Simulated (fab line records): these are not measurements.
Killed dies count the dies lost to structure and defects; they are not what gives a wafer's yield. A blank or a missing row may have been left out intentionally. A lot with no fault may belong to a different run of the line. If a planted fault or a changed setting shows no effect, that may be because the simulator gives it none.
Chamber matching -- flow n5Finfet -- N5_MOL_CONTACT_COAG_ETCH_90 on rieDiel-04: 4 sister chambers
The step etches SiARC in CF4, target depth 13 nm, time 21.7 s. 18 wafers are shown with their chamber, then 9 later ones without.

EACH WAFER AND ITS CHAMBER
wafer,chamber,showerheadPlenumPTorr (Torr),drypumpMotorCurrentA (A),throttleValvePct (%)
L078.1,2,2.18,5.4,15.53
L078.3,0,2.12,5.8,15.79
L078.4,1,2.11,5.4,15.48
L081.3,3,2.17,5.6,15.53
L081.5,0,2.12,5.7,15.80
L081.6,1,2.10,5.4,15.47
L085.1,1,2.10,5.4,15.47
L085.2,2,2.17,5.4,15.57
L085.3,0,2.12,5.7,15.81
L086.4,3,2.17,5.6,15.55
L086.5,3,2.17,5.6,15.56
L086.6,2,2.17,5.4,15.59
L087.2,3,2.17,5.6,15.54
L087.4,1,2.10,5.4,15.50
L087.5,1,2.10,5.4,15.51
L088.2,3,2.17,5.6,15.56
L088.3,0,2.12,5.7,15.81
L088.5,0,2.12,5.8,15.83

SIGNATURES (averages over the wafers above)
reading,chamber 0,chamber 1,chamber 2,chamber 3,scatter within a chamber
showerheadPlenumPTorr,2.1200,2.1020,2.1733,2.1700,0.00324
drypumpMotorCurrentA,5.740,5.400,5.400,5.600,0.0293
throttleValvePct,15.8080,15.4860,15.5633,15.5480,0.0184
Rule: distance of a wafer from a chamber = root of the sum over the readings of ((wafer's reading minus chamber's mean) / reading's scatter) squared. The wafer belongs to the nearest chamber; if the next one is less than 2 further off, it can't be placed. How the scatter is found: for the shown wafers, subtract from each reading the mean of its chamber, square and add these, divide the total by (wafers less chambers), then take the root.

WAFERS WHOSE CHAMBER IS MISSING
wafer,showerheadPlenumPTorr (Torr),drypumpMotorCurrentA (A),throttleValvePct (%)
L089.3,2.10,5.4,15.49
L089.4,2.17,5.6,15.56
L089.5,2.12,5.7,15.82
L094.1,2.17,5.4,15.58
L094.2,2.17,5.6,15.58
L094.3,2.17,5.4,15.63
L097.1,2.16,5.4,15.61
L097.3,2.11,5.7,15.85
L097.6,2.16,5.4,15.61

WHICH CHAMBER EACH ONE RAN IN
wafer,from the rows above,in truth
L089.3,1,1
L089.4,3,3
L089.5,0,0
L094.1,2,2
L094.2,3,3
L094.3,2,2
L097.1,2,2
L097.3,0,0
L097.6,2,2
Placed correctly: 9 of 9. Not placeable from these rows: 0. Wrongly placed: 0.
